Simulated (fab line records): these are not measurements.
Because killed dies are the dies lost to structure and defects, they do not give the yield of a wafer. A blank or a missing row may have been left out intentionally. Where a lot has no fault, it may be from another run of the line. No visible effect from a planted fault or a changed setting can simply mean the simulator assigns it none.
fab line records | flow n5-finfet
[record] lots = 7 wafers = 21
route steps=1938 shown MOL_CONTACT_COAG@599 BEOL_M0_CUTY@705 BEOL_M1@822 BEOL_M2@841 BEOL_M4@1031
start-h: the number of hours between the record's first day and the start of the first shown wafer of the lot | wait-h: hours from the lot's prior step to this one | " the same as in the row above | L1.1+2: a row that stands for several wafers | - no value present, or no start provided | * or withheld: withheld | < > ~ a bound
route shown NAME@n: NAME is a module with steps in the file, n the number in the route of the first one | usual: mean/standard deviation of fault-free wafers | same: alike in all rows | chamber/n: place in a boat | sites: per-site readings | _std_site: how widely they spread, as a standard deviation | _edge_site: inner sites' mean taken away from outer sites' mean | radius-mm: how far each site lies from the wafer's centre | mask NAME#n: copy n | behind: the most recent tool/chamber to have shaped the wafer | hold: what put the lot on hold/how long, in hours/how the hold closed | device: transistor that didn't switch, given as n, p or np | end of line: the tests these same wafers got at the end of their route | for a step that has no rows: nothing shown but its recipe | killed: dies lost to structure and defects at the first sort, not the wafer's yield | map: a wafer's dies, x killed, . not, _ none there
set.NAME: setting as actually run; set.NAME@STEP: the setting as run at that earlier step | model.NAME: the simulator's own value behind a step, which no gauge read
one table per step and one row per wafer, for lots whose settings were changed on purpose
[[steps]]
[step N5_MOL_CONTACT_COAG_EXPOSE_37]
[recipe] mask-id = VD na = 0.33 source-shape = annular sigma-inner = 0.3 sigma-outer = 0.7 polarization = unpolarized defocus-nm = 0 dose-mj = 62
// columns lot.wafer tool chamber start-h wait-h mask set.dose-mj
L076.2+3+5 euv-scanner-02 0 111.41 - VD#0 62
L078.1+6 euv-scanner-02 0 123.55 - VD#0 62
L078.2 " 0 " " VD#0 60.73
L082.2+3+4 euv-scanner-02 0 153.58 - VD#0 62
L083.1+2 euv-scanner-01 0 154.05 - VD#0 58.92
L083.5 " 0 " " VD#0 62
L085.1+2+5 euv-scanner-01 0 166.10 - VD#0 62
L090.1+6 euv-scanner-02 0 200.85 - VD#0 60.59
L090.5 " 0 " " VD#0 62
L093.1+3 euv-scanner-02 0 215.62 - VD#0 58.47
L093.5 " 0 " " VD#0 62
[step N5_MOL_CONTACT_COAG_PEB_38]
[recipe] peb-temp-c = 100 peb-time-s = 60 resist = CAR-EUV
[step N5_MOL_CONTACT_COAG_DEVELOP_39]
[recipe] develop-time-s = 30 developer = TMAH resist = CAR-EUV rinse-liquid = surfactant-rinse dry = air-spin dev-temp-c = 23
[step N5_MOL_CONTACT_COAG_DESCUM_45]
[recipe] chemistry = O2 time-s = 7 source-power-w = 50 bias-power-w = 20 pressure-mtorr = 20 rf-frequency-hz = 2.712e+07 temp-c = 40 resist = CAR-EUV o2-flow-sccm = 225
[step N5_MOL_CONTACT_COAG_ETCH_65]
[recipe] chemistry = N2/H2 target = underlayer target-depth-a = 130 mask-material = CAR-EUV time-s = 10.4 ion-energy-ev = 200 pressure-mtorr = 30 source-w = 840 bias-w = 150 n2-flow-sccm = 200 h2-flow-sccm = 200 ends = cleared
[step N5_MOL_CONTACT_COAG_ETCH_66]
[recipe] chemistry = CF4 target = SiARC target-depth-a = 130 mask-material = CAR-EUV time-s = 21.7 ion-energy-ev = 80 pressure-mtorr = 40 source-w = 545 bias-w = 36 Ar_flow_sccm = 100 cf4-flow-sccm = 100 ends = cleared
// columns lot.wafer tool chamber start-h wait-h set.spin-rpm@MOL_CONTACT_COAG_COAT_63 model.etch.depth-nm
L076.2 rie-diel-02 3 111.72 0.0 1500 9.983
L076.3 " 1 " " 1500 10.02
L076.5 " 1 " " 1500 10.01
L078.1 rie-diel-02 0 123.92 0.0 1500 9.972
L078.2 " 2 " " 1570 9.721
L078.6 " 0 " " 1500 9.953
L082.2 rie-diel-02 1 153.90 0.0 1500 9.986
L082.3 " 2 " " 1500 9.961
L082.4 " 1 " " 1500 9.991
L083.1 rie-diel-05 0 154.37 0.0 1500 9.966
L083.2 " 2 " " 1500 9.99
L083.5 " 2 " " 1405 10.32
L085.1 rie-diel-06 0 166.43 0.0 1337 10.63
L085.2 " 1 " " 1337 10.58
L085.5 " 0 " " 1500 10.02
L090.1 rie-diel-05 0 201.30 0.0 1381 10.46
L090.5 " 1 " " 1500 10.04
L090.6 " 0 " " 1500 10.02
L093.1 rie-diel-06 0 215.94 0.0 1500 9.941
L093.3 " 1 " " 1500 9.961
L093.5 " 0 " " 1500 9.95
[step N5_MOL_CONTACT_COAG_ALD_133]
[recipe] material = SiO2 target-thk-a = 50 temp-c = 100 ald-precursor-family = BDEAS ald-co-reactant = O2-plasma pulse-time-s = 1 co-reactant-pulse-time-s = 1 purge-time-s = 2 co-reactant-purge-time-s = 2 ald-cycles = 35 pressure-torr = 2
[step N5_MOL_CONTACT_COAG_ETCHBACK_134]
[recipe] chemistry = CHF3 target = SiO2 target-depth-a = 100 time-s = 6.7 ion-energy-ev = 200 pressure-mtorr = 30 source-w = 610 bias-w = 170 Ar_flow_sccm = 200 CHF3_flow_sccm = 50
// columns lot.wafer tool chamber start-h wait-h set.spin-rpm@MOL_CONTACT_COAG_COAT_63 model.CAR-EUV_of_MOL_CONTACT_COAG_COAT_34.thk-nm
L076.2+3+5 rie-diel-05 2,3,0 112.28 0.1 1500 15.4
L078.1+6 rie-diel-02 0,1 124.18 0.1 1500 15.4
L078.2 " 1 " " 1570 15.4
L082.2+3+4 rie-diel-06 0,2,1 154.31 0.1 1500 15.4
L083.1+2 rie-diel-02 1,2 154.63 0.1 1500 15.6
L083.5 " 1 " " 1405 15.4
L085.1 rie-diel-06 3 166.98 0.2 1337 15.2
L085.2 " 2 " " 1337 15
L085.5 " 1 " " 1500 15.6
L090.1 rie-diel-06 1 201.92 0.5 1381 15.2
L090.5+6 " 0,1 " " 1500 15.4
L093.1+3+5 rie-diel-02 0,3,0 216.20 0.1 1500 15.6
[step N5_MOL_CONTACT_COAG_ETCH_67]
[recipe] chemistry = N2/H2 target = SOC target-depth-a = 600 overetch-a = 210 mask-material = SiARC temp-c = 40 time-s = 101.2 ion-energy-ev = 200 pressure-mtorr = 30 source-w = 840 bias-w = 150 n2-flow-sccm = 200 h2-flow-sccm = 200
// columns lot.wafer tool chamber start-h wait-h set.spin-rpm@MOL_CONTACT_COAG_COAT_63 model.SiARC_of_MOL_CONTACT_COAG_COAT_63.thk-nm
L076.2 rie-diel-05 2 112.31 0.0 1500 6
L076.3 " 3 " " 1500 5.6
L076.5 " 0 " " 1500 5.8
L078.1+6 rie-diel-02 0,1 124.21 0.0 1500 6
L078.2 " 1 " " 1570 5.8
L082.2+3+4 rie-diel-06 0,2,1 154.34 0.0 1500 5.8
L083.1 rie-diel-02 1 154.66 0.0 1500 6
L083.2 " 2 " " 1500 5.8
L083.5 " 1 " " 1405 6.4
L085.1 rie-diel-06 3 167.02 0.0 1337 6.6
L085.2 " 2 " " 1337 6.4
L085.5 " 1 " " 1500 5.8
L090.1 rie-diel-06 1 201.95 0.0 1381 6.2
L090.5+6 " 0,1 " " 1500 5.8
L093.1+3+5 rie-diel-02 0,3,0 216.23 0.0 1500 5.8
[step N5_MOL_CONTACT_COAG_STRIP_68]
[recipe] chemistry = N2/H2 temp-c = 40 n2-flow-sccm = 200 h2-flow-sccm = 200 rf-frequency-hz = 6e+07
[step N5_MOL_CONTACT_COAG_STRIP_69]
[recipe] chemistry = N2/H2 temp-c = 40 n2-flow-sccm = 200 h2-flow-sccm = 200 rf-frequency-hz = 6e+07
[step N5_MOL_CONTACT_COAG_PRECLEAN_138]
[recipe] chemistry = alkaline-clean temp-c = 60 time-s = 60 do-ppb = 50
[step N5_MOL_CONTACT_COAG_SRD_139]
[recipe] dry = ipa-marangoni time-s = 30 temp-c = 23 rinse-liquid = diw
[step N5_MOL_CONTACT_COAG_CD_MEAS_101]
[recipe] target-cd-nm = 16
[usual] cd-nm = 16.0/0.34
// columns lot.wafer tool chamber start-h wait-h set.dose-mj@MOL_CONTACT_COAG_EXPOSE_37 cd-nm
L076.2 cd-sem-03 - 112.79 0.0 62 15.4
L076.3 " - " " 62 16.2
L076.5 " - " " 62 15.7
L078.1 cd-sem-02 - 124.70 0.0 62 16.3
L078.2 " - " " 60.73 15.5
L078.6 " - " " 62 16.0
L082.2 cd-sem-02 - 154.82 0.0 62 16.3
L082.3 " - " " 62 16.3
L082.4 " - " " 62 16.0
L083.1 cd-sem-03 - 155.14 0.0 58.92 15.2
L083.2 " - " " 58.92 14.4
L083.5 " - " " 62 16.1
L085.1 cd-sem-02 - 167.49 0.0 62 16.1
L085.2 " - " " 62 16.1
L085.5 " - " " 62 16.0
L090.1 cd-sem-03 - 202.43 0.0 60.59 15.1
L090.5 " - " " 62 16.1
L090.6 " - " " 60.59 14.9
L093.1 cd-sem-03 - 216.74 0.0 58.47 15.1
L093.3 " - " " 58.47 14.9
L093.5 " - " " 62 16.2
[step N5_BEOL_M0_CUTY_EXPOSE_54]
[recipe] mask-id = M0_ABLK na = 1.35 source-shape = conventional sigma-outer = 0.8 polarization = unpolarized dose-mj = 36
// columns lot.wafer tool chamber start-h wait-h mask set.dose-mj
L076.2 arfi-scanner-01 0 124.93 - M0_ABLK#0 36
L076.3+5 " 0 " " M0_ABLK#0 33.5
L078.1 arfi-scanner-01 0 135.03 - M0_ABLK#0 36
L078.2+6 " 0 " " M0_ABLK#0 36.69
L082.2+3+4 arfi-scanner-01 0 165.53 - M0_ABLK#0 36
L083.1+2 arfi-scanner-01 0 168.36 - M0_ABLK#0 36
L083.5 " 0 " " M0_ABLK#0 35.21
L085.1 arfi-scanner-03 0 178.81 - M0_ABLK#0 36
L085.2+5 " 0 " " M0_ABLK#0 34.11
L090.1+5 arfi-scanner-01 0 214.26 - M0_ABLK#0 36
L090.6 " 0 " " M0_ABLK#0 34.28
L093.1+3 arfi-scanner-01 0 227.76 - M0_ABLK#0 36
L093.5 " 0 " " M0_ABLK#0 37.75
[step N5_BEOL_M0_CUTY_PEB_55]
[recipe] peb-temp-c = 110 peb-time-s = 60 resist = CAR-ArF-block
[step N5_BEOL_M0_CUTY_DEVELOP_56]
[recipe] develop-time-s = 30 developer = TMAH resist = CAR-ArF-block rinse-liquid = diw dry = air-spin dev-temp-c = 23
[step N5_BEOL_M0_CUTY_CD_MEAS_57]
[recipe] target-cd-nm = 200 landing-energy-ev = 500 detector = se-inlens polarity = line
[usual] cd-nm = 200.0/0.91
// columns lot.wafer tool chamber start-h wait-h set.dose-mj@BEOL_M0_CUTY_EXPOSE_54 cd-nm
L076.2 cd-sem-01 0 125.05 - 36 201.2
L076.3 " 0 " " 33.5 204.2
L076.5 " 0 " " 33.5 203.7
L078.1 cd-sem-03 0 135.16 - 36 199.7
L078.2 " 0 " " 36.69 198.2
L078.6 " 0 " " 36.69 198.3
L082.2 cd-sem-02 0 165.65 - 36 200.3
L082.3 " 0 " " 36 200.9
L082.4 " 0 " " 36 199.8
L083.1 cd-sem-02 0 168.49 - 36 200.9
L083.2 " 0 " " 36 201.7
L083.5 " 0 " " 35.21 201.8
L085.1 cd-sem-01 0 178.93 - 36 199.7
L085.2 " 0 " " 34.11 203.6
L085.5 " 0 " " 34.11 203.0
L090.1 cd-sem-02 0 214.38 - 36 199.7
L090.5 " 0 " " 36 199.3
L090.6 " 0 " " 34.28 203.1
L093.1 cd-sem-03 0 227.88 - 36 199.7
L093.3 " 0 " " 36 199.4
L093.5 " 0 " " 37.75 195.8
[step N5_BEOL_M0_CUTY_DESCUM_61]
[recipe] chemistry = O2 time-s = 7.9 source-power-w = 50 bias-power-w = 20 pressure-mtorr = 20 rf-frequency-hz = 2.712e+07 temp-c = 40 resist = CAR-ArF-block o2-flow-sccm = 225
[step N5_BEOL_M0_CUTY_ETCH_62]
[recipe] chemistry = CF4 target = SiARC mask-material = CAR-ArF-block time-s = 58.5 ion-energy-ev = 80 pressure-mtorr = 40 source-w = 545 bias-w = 36 Ar_flow_sccm = 100 cf4-flow-sccm = 100 ends = cleared
// columns lot.wafer tool chamber start-h wait-h set.dose-mj@BEOL_M0_CUTY_EXPOSE_54 model.BEOL_M0_CUTY.cd-offset-nm
L076.2 rie-diel-05 1 125.53 0.0 36 1
L076.3 " 2 " " 33.5 4.4
L076.5 " 1 " " 33.5 3.8
L078.1 rie-diel-06 2 135.28 0.0 36 0
L078.2 " 3 " " 36.69 -2.4
L078.6 " 2 " " 36.69 -1.4
L082.2+4 rie-diel-02 3,1 165.83 0.0 36 0.2
L082.3 " 2 " " 36 0.4
L083.1 rie-diel-06 2 168.61 0.0 36 0.8
L083.2 " 3 " " 36 1.2
L083.5 " 3 " " 35.21 1.4
L085.1 rie-diel-02 2 179.19 0.0 36 -0.6
L085.2 " 3 " " 34.11 3.4
L085.5 " 1 " " 34.11 3
L090.1 rie-diel-02 3 214.50 0.0 36 -0.2
L090.5 " 3 " " 36 -0.8
L090.6 " 1 " " 34.28 3
L093.1 rie-diel-05 1 228.01 0.0 36 -0.2
L093.3 " 2 " " 36 -0.4
L093.5 " 3 " " 37.75 -4
[step N5_BEOL_M0_CUTY_ETCH_63]
[recipe] chemistry = N2/H2 target = SOC target-depth-a = 827 overetch-a = 165 mask-material = SiARC temp-c = 40 ion-energy-ev = 200 time-s = 124 pressure-mtorr = 30 source-w = 840 bias-w = 150 n2-flow-sccm = 200 h2-flow-sccm = 200
// columns lot.wafer tool chamber start-h wait-h set.dose-mj@BEOL_M0_CUTY_EXPOSE_54 model.BEOL_M0_CUTY.cd-offset-nm
L076.2 rie-diel-05 1 125.58 0.0 36 0.8
L076.3 " 2 " " 33.5 4
L076.5 " 1 " " 33.5 3.8
L078.1 rie-diel-06 2 135.33 0.0 36 0.2
L078.2 " 3 " " 36.69 -2.4
L078.6 " 2 " " 36.69 -1.4
L082.2+3+4 rie-diel-02 3,2,1 165.88 0.0 36 0
L083.1+2 rie-diel-06 2,3 168.66 0.0 36 1
L083.5 " 3 " " 35.21 1
L085.1 rie-diel-02 2 179.23 0.0 36 -0.8
L085.2 " 3 " " 34.11 3.6
L085.5 " 1 " " 34.11 3.2
L090.1 rie-diel-02 3 214.55 0.0 36 -0.2
L090.5 " 3 " " 36 -0.8
L090.6 " 1 " " 34.28 3
L093.1 rie-diel-05 1 228.05 0.0 36 0
L093.3 " 2 " " 36 -0.4
L093.5 " 3 " " 37.75 -3.8
[step N5_BEOL_M1_SPUTTER_88]
[recipe] material = Cu target-thk-a = 45 temp-c = -20 chamber-pressure-pa = 0.07 power-w = withheld time-s = 8.29
// columns lot.wafer tool chamber start-h wait-h set.time-s model.Cu_of_BEOL_M1_SPUTTER_88.thk-nm
L076.2+5 pvd-sputter-03 - 141.14 0.1 8.29 4.6
L076.3 " - " " 8.941 5
L078.1+6 pvd-sputter-03 - 156.16 0.1 8.29 4.4
L078.2 " - " " 9.403 5
L082.2+3+4 pvd-sputter-01 - 180.62 0.1 8.29 4.6
L083.1+5 pvd-sputter-03 - 188.49 0.1 8.29 4.6
L083.2 " - " " 8.867 -
L085.1 pvd-sputter-02 - 199.93 0.1 8.29 4.6
L085.2 " - " " 9.237 5
L085.5 " - " " 8.29 4.4
L090.1 pvd-sputter-03 - 240.54 0.1 9.095 -
L090.5+6 " - " " 8.29 4.6
L093.1 pvd-sputter-03 - 256.72 0.1 8.29 4.8
L093.3+5 " - " " 8.29 4.6
[step N5_BEOL_M2_ILD_DEP_00]
[recipe] material = SiOC target-thk-a = 790 temp-c = 350 precursor = DEMS/O2 pressure-torr = 5 rf-w = 500 time-s = 15.3
// columns lot.wafer tool chamber start-h wait-h set.time-s model.SiOC_of_BEOL_M2_ILD_DEP_00.thk-nm
L076.2 pecvd-01 1 143.16 0.0 14.42 74.8
L076.3 " 0 " " 14.42 72.8
L076.5 " 0 " " 15.3 78.6
L078.1 pecvd-01 2 158.15 0.0 15.3 80.2
L078.2 " 1 " " 16.4 85
L078.6 " 1 " " 15.3 80.4
L082.2 pecvd-01 2 182.69 0.0 15.3 78.8
L082.3 " 1 " " 15.3 77.8
L082.4 " 0 " " 15.3 80
L083.1 pecvd-01 2 190.48 0.0 14.23 72.4
L083.2 " 0 " " 15.3 79
L083.5 " 0 " " 15.3 80.2
L085.1 pecvd-04 0 202.04 0.0 15.3 78.6
L085.2 " 2 " " 15.3 77.6
L085.5 " 0 " " 15.3 79.6
L090.1 pecvd-01 0 242.59 0.0 17.13 86.8
L090.5 " 0 " " 15.3 80
L090.6 " 1 " " 17.13 89.2
L093.1 pecvd-01 0 258.71 0.0 15.3 78.8
L093.3 " 0 " " 16.81 86.6
L093.5 " 0 " " 16.81 87.2
[step N5_BEOL_M2_THK_MEAS_01]
[recipe] reads = SiOC_of_BEOL_M2_ILD_DEP_00
[usual] M2_ILD_THK = 79.1/1
// columns lot.wafer tool chamber start-h wait-h set.time-s@BEOL_M2_ILD_DEP_00 M2_ILD_THK[nm]
L076.2 film-metro-01 - 143.23 0.1 14.42 74.7
L076.3 " - " " 14.42 72.8
L076.5 " - " " 15.3 78.5
L078.1 film-metro-02 - 158.22 0.0 15.3 80.2
L078.2 " - " " 16.4 85.0
L078.6 " - " " 15.3 80.4
L082.2 film-metro-01 - 182.76 0.1 15.3 78.9
L082.3 " - " " 15.3 77.7
L082.4 " - " " 15.3 80.1
L083.1 film-metro-02 - 190.54 0.0 14.23 72.4
L083.2 " - " " 15.3 79.1
L083.5 " - " " 15.3 80.2
L085.1 film-metro-02 - 202.12 0.1 15.3 78.6
L085.2 " - " " 15.3 77.6
L085.5 " - " " 15.3 79.5
L090.1 film-metro-02 - 242.68 0.1 17.13 86.8
L090.5 " - " " 15.3 80.1
L090.6 " - " " 17.13 89.1
L093.1 film-metro-01 - 258.80 0.1 15.3 78.8
L093.3 " - " " 16.81 86.5
L093.5 " - " " 16.81 87.1
[step N5_BEOL_M4_EXPOSE_08]
[recipe] mask-id = M4 na = 0.33 source-shape = dipole sigma-inner = 0.369 sigma-outer = 0.767 polarization = unpolarized dose-mj = 41.25
// columns lot.wafer tool chamber start-h wait-h mask set.dose-mj
L076.2+3+5 euv-scanner-01 0 178.86 - M4#0 41.25
L078.1+2+6 euv-scanner-02 0 197.36 - M4#0 41.25
L082.2+3+4 euv-scanner-01 0 225.92 - M4#0 41.25
L083.1+2 euv-scanner-01 0 235.86 - M4#0 41.25
L083.5 " 0 " " M4#0 42.89
L085.1+2 euv-scanner-01 0 268.49 - M4#0 41.25
L085.5 " 0 " " M4#0 39.31
L090.1 euv-scanner-02 0 281.50 - M4#0 41.25
L090.5+6 " 0 " " M4#0 43.04
L093.1 euv-scanner-01 0 291.16 - M4#0 40.43
L093.3+5 " 0 " " M4#0 41.25
[step N5_BEOL_M4_PEB_09]
[recipe] peb-temp-c = 100 peb-time-s = 60 resist = CAR-EUV
[step N5_BEOL_M4_DEVELOP_10]
[recipe] develop-time-s = 30 developer = TMAH resist = CAR-EUV rinse-liquid = surfactant-rinse dry = air-spin dev-temp-c = 23
[step N5_BEOL_M4_DESCUM_16]
[recipe] chemistry = O2 time-s = 7 source-power-w = 50 bias-power-w = 20 pressure-mtorr = 20 rf-frequency-hz = 2.712e+07 temp-c = 40 resist = CAR-EUV o2-flow-sccm = 225
[step N5_BEOL_M4_ETCH_74]
[recipe] chemistry = N2/H2 target = underlayer target-depth-a = 65 mask-material = CAR-EUV time-s = 5.2 ion-energy-ev = 200 pressure-mtorr = 30 source-w = 840 bias-w = 150 n2-flow-sccm = 200 h2-flow-sccm = 200 ends = cleared
// columns lot.wafer tool chamber start-h wait-h set.dose-mj@BEOL_M4_EXPOSE_08 model.BEOL_M4.cd-offset-nm
L076.2 rie-diel-05 3 179.19 0.0 41.25 0
L076.3+5 " 2,3 " " 41.25 -0.2
L078.1+2 rie-diel-06 0,2 197.65 0.0 41.25 0
L078.6 " 1 " " 41.25 -0.2
L082.2 rie-diel-05 1 226.20 0.0 41.25 0.2
L082.3+4 " 0,2 " " 41.25 0
L083.1+2 rie-diel-06 0,1 236.45 0.0 41.25 0
L083.5 " 2 " " 42.89 0.8
L085.1+2 rie-diel-02 3,1 268.81 0.0 41.25 -0.4
L085.5 " 2 " " 39.31 -1.4
L090.1 rie-diel-06 1 281.79 0.0 41.25 0
L090.5 " 3 " " 43.04 1.4
L090.6 " 0 " " 43.04 1
L093.1 rie-diel-05 3 291.76 0.0 40.43 -0.4
L093.3+5 " 0 " " 41.25 -0.4
[step N5_BEOL_M4_ETCH_63]
[recipe] chemistry = CF4 target = SiARC target-depth-a = 156 mask-material = CAR-EUV time-s = 26 ion-energy-ev = 80 pressure-mtorr = 40 source-w = 545 bias-w = 36 Ar_flow_sccm = 100 cf4-flow-sccm = 100 ends = cleared
// columns lot.wafer tool chamber start-h wait-h set.dose-mj@BEOL_M4_EXPOSE_08 model.BEOL_M4.cd-offset-nm
L076.2+3+5 rie-diel-05 3,2,3 179.20 0.0 41.25 -0.2
L078.1+2 rie-diel-06 0,2 197.66 0.0 41.25 0
L078.6 " 1 " " 41.25 -0.4
L082.2+4 rie-diel-05 1,2 226.22 0.0 41.25 0.2
L082.3 " 0 " " 41.25 0
L083.1 rie-diel-06 0 236.47 0.0 41.25 0
L083.2 " 1 " " 41.25 -0.2
L083.5 " 2 " " 42.89 0.8
L085.1 rie-diel-02 3 268.82 0.0 41.25 -0.2
L085.2 " 1 " " 41.25 -0.4
L085.5 " 2 " " 39.31 -1.2
L090.1 rie-diel-06 1 281.81 0.0 41.25 -0.2
L090.5 " 3 " " 43.04 1.4
L090.6 " 0 " " 43.04 1.2
L093.1 rie-diel-05 3 291.77 0.0 40.43 -0.6
L093.3+5 " 0 " " 41.25 -0.4
[step N5_BEOL_M4_ETCH_64]
[recipe] chemistry = N2/H2 target = SOC target-depth-a = 750 overetch-a = 225 mask-material = SiARC temp-c = 40 time-s = 121.9 ion-energy-ev = 200 pressure-mtorr = 30 source-w = 840 bias-w = 150 n2-flow-sccm = 200 h2-flow-sccm = 200
// columns lot.wafer tool chamber start-h wait-h set.dose-mj@BEOL_M4_EXPOSE_08 model.BEOL_M4.cd-offset-nm
L076.2+3 rie-diel-05 3,2 179.23 0.0 41.25 -0.2
L076.5 " 3 " " 41.25 -0.4
L078.1+2 rie-diel-06 0,2 197.69 0.0 41.25 -0.4
L078.6 " 1 " " 41.25 -0.6
L082.2+4 rie-diel-05 1,2 226.25 0.0 41.25 0.2
L082.3 " 0 " " 41.25 -0.2
L083.1 rie-diel-06 0 236.50 0.0 41.25 -0.2
L083.2 " 1 " " 41.25 0
L083.5 " 2 " " 42.89 0.6
L085.1 rie-diel-02 3 268.85 0.0 41.25 -0.2
L085.2 " 1 " " 41.25 -0.4
L085.5 " 2 " " 39.31 -1.2
L090.1 rie-diel-06 1 281.84 0.0 41.25 0
L090.5 " 3 " " 43.04 1.6
L090.6 " 0 " " 43.04 1
L093.1 rie-diel-05 3 291.80 0.0 40.43 -0.6
L093.3 " 0 " " 41.25 -0.6
L093.5 " 0 " " 41.25 -0.4
[[key]]
[split] step = N5_MOL_CONTACT_COAG_EXPOSE_37 setting = dose-mj stated = 62 by = wafer
[response] step = N5_MOL_CONTACT_COAG_CD_MEAS_101 reading = cd-nm change = +0.253 per = 1% r = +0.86
[split] step = N5_BEOL_M0_CUTY_EXPOSE_54 setting = dose-mj stated = 36 by = wafer
[response] step = N5_BEOL_M0_CUTY_CD_MEAS_57 reading = cd-nm change = -0.593 per = 1% r = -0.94
[response] step = N5_BEOL_M0_CUTY_ETCH_62 reading = model.BEOL_M0_CUTY.cd-offset-nm change = -0.617 per = 1% r = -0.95
[response] step = N5_BEOL_M0_CUTY_ETCH_63 reading = model.BEOL_M0_CUTY.cd-offset-nm change = -0.626 per = 1% r = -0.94
[split] step = N5_BEOL_M1_SPUTTER_88 setting = time-s stated = 8.29 by = wafer
[response] step = N5_BEOL_M1_SPUTTER_88 reading = model.Cu_of_BEOL_M1_SPUTTER_88.thk-nm change = +0.0454 per = 1% r = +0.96
[split] step = N5_BEOL_M2_ILD_DEP_00 setting = time-s stated = 15.3 by = wafer
[response] step = N5_BEOL_M2_ILD_DEP_00 reading = model.SiOC_of_BEOL_M2_ILD_DEP_00.thk-nm change = +0.768 per = 1% r = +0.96
[response] step = N5_BEOL_M2_THK_MEAS_01 reading = M2_ILD_THK change = +0.76 per = 1% r = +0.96
[split] step = N5_BEOL_M4_EXPOSE_08 setting = dose-mj stated = 41.25 by = wafer
[response] step = N5_BEOL_M4_ETCH_74 reading = model.BEOL_M4.cd-offset-nm change = +0.216 per = 1% r = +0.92
[response] step = N5_BEOL_M4_ETCH_63 reading = model.BEOL_M4.cd-offset-nm change = +0.242 per = 1% r = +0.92
[response] step = N5_BEOL_M4_ETCH_64 reading = model.BEOL_M4.cd-offset-nm change = +0.212 per = 1% r = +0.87
split outside-this-file step=N5_MOL_CONTACT_COAG_COAT_63 setting=spin-rpm
// split outside-this-file: this setting was split too, and the file shows its column; the key of that split is in another file
